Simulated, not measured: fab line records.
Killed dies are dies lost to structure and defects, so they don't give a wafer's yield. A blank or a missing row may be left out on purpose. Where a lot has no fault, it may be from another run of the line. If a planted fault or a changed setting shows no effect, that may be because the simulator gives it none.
Split-lot study + flow n5_finfet + 39 wafers read across 7 lots, on a route 1938 steps long

## THE SPLIT
At N5_BEOL_M3_ILD_DEP_00 (deposits SiOC from DEMS/O2, target thk 79 nm, time 15.3 s), the setting time_s was moved away from the recipe's 15.3 s on 15 of the 39 wafers read, by -52.7% to +18.4%. All remaining wafers had this setting at the recipe value.

Between the split and the reading, the file records no step.

## THE READING
M3_ILD_THK in nanometres, read at N5_BEOL_M3_THK_MEAS_01. Typical for fault-free wafers on this fab line: 78.5 nm, with standard deviation 0.9 nm.

| wafer  | tool, chamber at the split | time_s as run, s | against the recipe | M3_ILD_THK, nm | against lot-mates on the recipe |
|--------|----------------------------|------------------|--------------------|----------------|---------------------------------|
| L078.1 | pecvd-04, 0                | 8.043            | -47.4%             | 40.2           | -38.5                           |
| L078.2 | pecvd-04, 1                | 8.043            | -47.4%             | 40.5           | -38.2                           |
| L078.3 | pecvd-04, 2                | 15.3             | recipe             | 77.8           | -                               |
| L078.4 | pecvd-04, 2                | 8.043            | -47.4%             | 41.8           | -36.9                           |
| L078.5 | pecvd-04, 0,1              | 15.3             | recipe             | 79.1           | -                               |
| L078.6 | pecvd-04, 0,1              | 15.3             | recipe             | 79.2           | -                               |
| L084.1 | pecvd-02, 0,2              | 15.3             | recipe             | 78.9           | -                               |
| L084.2 | pecvd-02, 0,2              | 15.3             | recipe             | 79.0           | -                               |
| L084.3 | pecvd-02, 1                | 18.12            | +18.4%             | 93.1           | +13.8                           |
| L084.4 | pecvd-02, 2                | 15.3             | recipe             | 80.1           | -                               |
| L084.5 | pecvd-02, 1                | 18.12            | +18.4%             | 93.8           | +14.5                           |
| L084.6 | pecvd-02, 0                | 18.12            | +18.4%             | 94.0           | +14.7                           |
| L086.1 | pecvd-04, 1                | 15.3             | recipe             | 78.6           | -                               |
| L086.2 | pecvd-04, 2                | 15.3             | recipe             | 78.9           | -                               |
| L086.3 | pecvd-04, 0                | 15.3             | recipe             | 78.1           | -                               |
| L086.4 | pecvd-04, 0,1              | 15.3             | recipe             | 79.2           | -                               |
| L086.5 | pecvd-04, 0,1              | 15.3             | recipe             | 79.2           | -                               |
| L086.6 | pecvd-04, 2                | 15.3             | recipe             | 78.9           | -                               |
| L089.1 | pecvd-01, 0                | 17.75            | +16.0%             | 91.3           | +11.7                           |
| L089.2 | pecvd-01, 1                | 17.75            | +16.0%             | 90.3           | +10.7                           |
| L089.3 | pecvd-01, 1                | 15.3             | recipe             | 79.1           | -                               |
| L089.4 | pecvd-01, 0                | 15.3             | recipe             | 79.7           | -                               |
| L089.5 | pecvd-01, 0                | 15.3             | recipe             | 80.0           | -                               |
| L089.6 | pecvd-01, 1                | 17.75            | +16.0%             | 92.1           | +12.5                           |
| L095.1 | pecvd-02, 1,0              | 7.241            | -52.7%             | 37.9           | -40.7                           |
| L095.2 | pecvd-02, 2                | 15.3             | recipe             | 78.1           | -                               |
| L095.3 | pecvd-02, 0                | 15.3             | recipe             | 78.2           | -                               |
| L095.4 | pecvd-02, 2                | 7.241            | -52.7%             | 38.0           | -40.6                           |
| L095.5 | pecvd-02, 1,0              | 7.241            | -52.7%             | 37.7           | -40.9                           |
| L095.6 | pecvd-02, 1                | 15.3             | recipe             | 79.6           | -                               |
| L096.1 | pecvd-01, 2,1              | 15.3             | recipe             | 77.9           | -                               |
| L096.2 | pecvd-01, 2,1              | 15.3             | recipe             | 78.1           | -                               |
| L096.3 | pecvd-01, 0                | 12.54            | -18.0%             | 64.3           | -14.2                           |
| L096.4 | pecvd-01, 1                | 12.54            | -18.0%             | 65.0           | -13.5                           |
| L096.5 | pecvd-01, 0                | 15.3             | recipe             | 79.5           | -                               |
| L096.6 | pecvd-01, 2                | 12.54            | -18.0%             | 64.8           | -13.7                           |
| L097.2 | pecvd-04, 0                | 15.3             | recipe             | 78.3           | -                               |
| L097.3 | pecvd-04, 2                | 15.3             | recipe             | 78.1           | -                               |
| L097.5 | pecvd-04, 1                | 15.3             | recipe             | 77.8           | -                               |
The file does not say which wafer passed through which chamber wherever a row lists several chambers: such a row stands for several wafers.

THE FIT
A straight line over all 39 wafers: M3_ILD_THK changes by +0.788 nm for each +1% of time_s; r = +1.00; the points scatter about the line by 0.69 nm.
The same after taking each lot's own level away (the mean of its wafers on the recipe; 39 wafers): +0.779 nm for each +1%; r = +1.00; scatter 0.64 nm.
Per that fit: largest time_s move, reading shift of 41 nm.
The span of the lots' own levels, 78.07 to 79.60 nm, comes to 1.7 times the standard deviation stated above.
The two slopes agree, so the slope changes little with the lot-to-lot level.
Check: -41.2 nm against its lot-mates is what the line predicts for one of the wafers moved furthest among these (-52.7%) when that wafer is left out of the fit. Against them it came out at -40.7 nm.

## THE WHOLE CHAIN: every reading that the file lists as answering this split, in the file's order
| step                   | what it does                                              | reading                                                                            | change (the file's fit)              | r (the file's) |
|------------------------|-----------------------------------------------------------|------------------------------------------------------------------------------------|--------------------------------------|----------------|
| N5_BEOL_M3_ILD_DEP_00  | deposits SiOC from DEMS/O2, target thk 79 nm, time 15.3 s | SiOC_of_BEOL_M3_ILD_DEP_00.thk_nm (the simulator's own value, which no gauge read) | +0.78 nm for each +1% of the setting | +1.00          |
| N5_BEOL_M3_THK_MEAS_01 |                                                           | M3_ILD_THK                                                                         | +0.781 for each +1% of the setting   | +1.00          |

## THE FILE'S OWN FIT
M3_ILD_THK changes by +0.781 nm for each +1% of time_s, r = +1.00.
